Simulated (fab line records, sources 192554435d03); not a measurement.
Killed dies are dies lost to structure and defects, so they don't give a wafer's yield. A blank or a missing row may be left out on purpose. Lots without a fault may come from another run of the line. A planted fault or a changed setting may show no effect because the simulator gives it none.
A struck lot beside a sound one | flow n5_finfet | 15 steps out of a route of 1938
Sound: wafers L601.4, L601.5, L601.6. Struck: wafer L604.2. (L604.1 of the same lot was not struck and is left out.) The cause comes at the end.
At each step with rows: each side's tool, then ch and its chambers, then its first start. Under that, the readings that differ: sound wafers | struck wafers | difference of the means | sigmas: that difference in standard deviations of wafers without a fault.
alike: readings whose means differ by less than 2 such deviations, and words and numbers that are the same on both sides. not compared: withheld readings, readings that some wafer has no value for, bounds like >300 that may hide the same value, and numbers for which the record gives no deviation and whose values overlap.
The two part at a step that has a row with sigmas, a row that says differs or no value, or rows on one side only. Numbers that don't overlap but have no deviation are shown without sigmas and don't part them. A reading that every wafer of one side lacks parts them only if that side has two wafers or more.

first, 5 steps without rows for these wafers: N5_BEOL_M11_EBR_24; N5_BEOL_M11_SOFTBAKE_23 (time 60 s); N5_BEOL_M11_EXPOSE_25 (exposes mask V10); N5_BEOL_M11_PEB_26 (peb time 60 s); N5_BEOL_M11_DEVELOP_27 (develop time 30 s).
N5_BEOL_M11_CD_MEAS_28: target cd 70 nm.
  sound on cd_sem-01 ch 0, day 12 00:33; struck on cd_sem-03 ch 0, day 13 09:59
  alike: cd_nm
N5_BEOL_M11_OVL_MEAS_29:
  sound on overlay-02 ch 0, day 12 00:35; struck on overlay-01 ch 0, day 13 10:01
  alike: V10_OVL
N5_BEOL_M11_INSPECT_30: inspects for defects (brightfield).
  sound on defect_inspect-02, day 12 00:37; struck on defect_inspect-01, day 13 10:03
  alike: raw_defect_count
N5_BEOL_M11_DESCUM_33: chemistry O2, time 7.9 s.
  sound on rie_diel-05 ch 1,2,3, day 12 00:38; struck on rie_diel-05 ch 2, day 13 10:05
  alike: drypump_motor_current_A, oes_product_au, rf_vpp_V, showerhead_plenum_p_Torr, throttle_valve_pct
  not compared: rf_hours_counter_h
N5_BEOL_M11_ETCH_65: etches SiARC in CF4, target depth 39 nm, time 65 s.
  sound on rie_diel-05 ch 1,2,3, day 12 00:40; struck on rie_diel-05 ch 2, day 13 10:07
  alike: drypump_motor_current_A, etch_rf_on_time_s, oes_product_au, rf_vpp_V, showerhead_plenum_p_Torr, throttle_valve_pct
  not compared: rf_hours_counter_h
N5_BEOL_M11_ETCH_66: etches SOC in N2/H2, target depth 120 nm, overetch 24 nm, time 180 s.
  sound on rie_diel-05 ch 1,2,3, day 12 00:43; struck on rie_diel-05 ch 2, day 13 10:10
  alike: drypump_motor_current_A, oes_product_au, rf_vpp_V, run_length_s, showerhead_plenum_p_Torr, throttle_valve_pct
  not compared: rf_hours_counter_h
then, 1 step without rows for these wafers: N5_BEOL_M11_STRIP_69 (strips in N2/H2).
N5_BEOL_M11_VIA_ETCH_34: etches SiCOH lowk in C4F6/O2, target depth 184.5 nm, time 69.2 s.
  sound on rie_diel-05 ch 1,2,3, day 12 00:51; struck on rie_diel-05 ch 2, day 13 10:17
  reading                                   | sound             | struck | difference | sigmas
  run_length_s (s)                          | 91.7 92.8 92.5    | 103.8  | +11.5      | +26
  model.etch.depth_nm (nm)                  | 183.2 184.7 179.4 | 214    | +32        |
  model.SOC_of_BEOL_M11_COAT_63.thk_nm (nm) | 92 91.8 92        | 90.4   | -1.5       |
  alike: drypump_motor_current_A, oes_product_au, rf_vpp_V, showerhead_plenum_p_Torr, throttle_valve_pct
  not compared: rf_hours_counter_h
then, 1 step without rows for these wafers: N5_BEOL_M11_STRIP_73 (strips in C4F6/O2).
N5_PASSIVATION_PROBE_49:
  sound on prober-01, day 13 18:05; struck on prober-01, day 15 01:46
  reading            | sound    | struck | difference | sigmas
  killed_at_M0_to_M3 | 21 29 26 | 46     | +21        | +2
  alike: defect_limited_yield, killed_at_M4_up, killed_at_contacts, killed_at_front_end, killed_at_other, killed_dies, killed_on_rim, killed_open, killed_short, sort_bin_5_function, sort_bin_6_memory, sort_n_pass, sort_yield_pct

WHERE THEY PART
First at N5_BEOL_M11_VIA_ETCH_34; last, within this record, at N5_PASSIVATION_PROBE_49.

WHY: what the simulator had put in
Process parameter drift: rie_diel-05, from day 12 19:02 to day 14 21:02, at N5_BEOL_M11_VIA_ETCH_34. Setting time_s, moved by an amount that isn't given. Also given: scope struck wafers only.
